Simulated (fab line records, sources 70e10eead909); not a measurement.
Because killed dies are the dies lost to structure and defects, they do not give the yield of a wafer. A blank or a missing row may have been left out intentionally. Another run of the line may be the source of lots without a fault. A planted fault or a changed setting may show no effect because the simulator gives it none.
A lot that was struck, set against a sound lot || flow nand harc || 14 steps out of a route of 1302
Sound: these wafers, L201.1, L201.3, L201.6. Struck: wafers L198.3, L198.6 (left out: L198.4, a lot-mate that was not struck); the cause follows at the end.
Order at every step that has rows: each side's tool, ch and its chambers, its first start. Under that, the readings that differ: sound wafers || struck wafers || difference of the means || sigmas: that difference in standard deviations of wafers without a fault.
alike: a reading whose means differ by less than 2 such deviations, as well as words and numbers matching on both sides. not compared: withheld readings; readings where some wafer has no value; bounds like >300 that might hide an equal value; numbers whose values overlap and for which the record gives no deviation.
A row with sigmas, a row that says differs or no value, or rows on one side alone: a step with any of these is where the two part. Numbers that don't overlap but have no deviation are shown without sigmas and don't part them. A reading that every wafer of one side lacks parts them only if that side has two wafers or more.

first, 7 steps without rows for these wafers: NHARC_A_M1_COAT_34 (time 65 s); NHARC_A_M1_COAT_03 (resist thk 90 nm); NHARC_A_M1_SOFTBAKE_04 (time 55 s); NHARC_A_M1_EBR_05; NHARC_A_M1_EXPOSE_06 (exposes mask A M1, target cd 120 nm); NHARC_A_M1_PEB_07 (peb time 65 s); NHARC_A_M1_DEVELOP_08 (develop time 35 s).
NHARC_A_M1_CD_MEAS_09: target cd 120 nm.
  sound on cd sem-03 ch 0, day 29 04:25; struck on cd sem-01 ch 0, day 28 07:53
{"reading": "cd nm (nm)", "sound": "119.8 119.9 120.4", "struck": "118.8 118.0", "difference": -1.6, "sigmas": -3}
NHARC_A_M1_OVL_MEAS_10: pitch 240 nm.
  sound on overlay-01, day 29 04:29; struck on overlay-02, day 28 07:59
  alike: overlay x nm, overlay y nm
NHARC_A_M1_INSPECT_11:
  sound on defect inspect-02, day 29 04:32; struck on defect inspect-02, day 28 08:01
  alike: raw defect count
NHARC_A_M1_DESCUM_14: chemistry O2, time 3 s.
  sound on rie diel-04 ch 0,2,3, day 29 04:37; struck on rie diel-12 ch 3, day 28 08:04
  alike: drypump motor current A, oes product au, rf vpp V, showerhead plenum p Torr, throttle valve pct
  not compared: rf hours counter h
NHARC_A_M1_ETCH_35: etches the open film in N2/H2, target depth 40 nm, overetch 12 nm, time 43.94 s.
  sound on rie diel-04 ch 2,3, day 29 04:41; struck on rie diel-12 ch 1,2, day 28 08:10
  alike: bias w, drypump motor current A, n2 flow sccm, oes product au, rf vpp V, run length s, showerhead plenum p Torr, throttle valve pct
  not compared: rf hours counter h
NHARC_A_M1_ETCH_15: etches the open film in C4F8/Ar, target depth 182.5 nm, time 91.2 s.
  sound on rie diel-04 ch 1,2, day 29 04:46; struck on rie diel-12 ch 0, day 28 08:14
{"reading": "bias w (W)", "sound": "299.8 299.7 300.4", "struck": "- -", "difference": "no value on the struck wafers", "sigmas": ""}
{"reading": "run length s (s)", "sound": "112.5 112.0 112.2", "struck": "105.8 105.5", "difference": -6.6, "sigmas": -17}
  alike: oes product au, rf vpp V
  not compared: rf hours counter h
NHARC_A_M1_CD_MEAS_16:
  sound on cd sem-01, day 29 04:54; struck on cd sem-01, day 28 08:23
{"reading": "cd nm (nm)", "sound": "119.4 120.6 120.3", "struck": "118.7 117.6", "difference": -1.9, "sigmas": -2}

WHERE THEY PART
At NHARC_A_M1_CD_MEAS_09 first; at NHARC_A_M1_CD_MEAS_16 last (within this record only).

WHY: the cause the simulator had injected
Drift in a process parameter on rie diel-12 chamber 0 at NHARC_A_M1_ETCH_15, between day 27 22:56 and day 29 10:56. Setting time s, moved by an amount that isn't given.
